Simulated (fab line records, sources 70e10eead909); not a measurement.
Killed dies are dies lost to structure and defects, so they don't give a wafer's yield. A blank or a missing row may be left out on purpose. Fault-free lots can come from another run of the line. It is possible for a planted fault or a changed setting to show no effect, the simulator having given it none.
Which of the tools did it? ; flow nandHarc ; at 1 step of a route of 1302, 12 lots with 36 wafers sampled

== WHAT EACH GAUGE READ, for each wafer ==
NHARC_A_M1_CD_MEAS_16.
lot;measured;on;cdNm (nm)
L077;day 23 12:07;cdSem-03;121.1 121.4 120.3
L078;day 23 20:31;cdSem-02;122.1 119.8 119.8
L081;day 24 19:47;cdSem-01;119.9 120.1 120.2
L080;day 24 23:44;cdSem-01;120.3 121.0 119.9
L082;day 26 08:19;cdSem-03;119.8 119.7 121.2
L084;day 27 18:02;cdSem-01;119.7 119.9 120.5
L087;day 28 23:07;cdSem-02;121.2 120.0 120.6
L088;day 29 03:34;cdSem-03;122.1 119.4 121.3
L091;day 29 10:56;cdSem-02;120.1 120.9 120.9
L093;day 31 02:40;cdSem-02;120.2 118.3 120.1
L096;day 32 03:09;cdSem-02;121.3 121.2 119.9
L097;day 32 21:31;cdSem-02;122.0 121.7 120.3

== TOOL THAT RAN EACH LOT (tool first, then ch and the chambers of the sampled wafers, then the start) ==
Record: no process step prior to these readings.

== THE ANSWER, worked out from the rows above alone ==
Rule: what is usual is taken from the lots themselves. Put in order of their means at a reading, lots are off if they are a third of the lots or fewer, leave a main group of 4 or more, and stand apart from it by a gap of 3 or more times the standard deviation of the main group's means; of several such gaps the widest counts. If all means in a main group match to the digits the tables above print for the reading, that group is not used. Also off: a lot with no number at a reading for which 4 or more lots have one. The other lots that the step has rows for count as sound.
Nothing can be told from this: no lot is off at any reading shown.

== WHAT THE SIMULATOR HAD INSERTED ==
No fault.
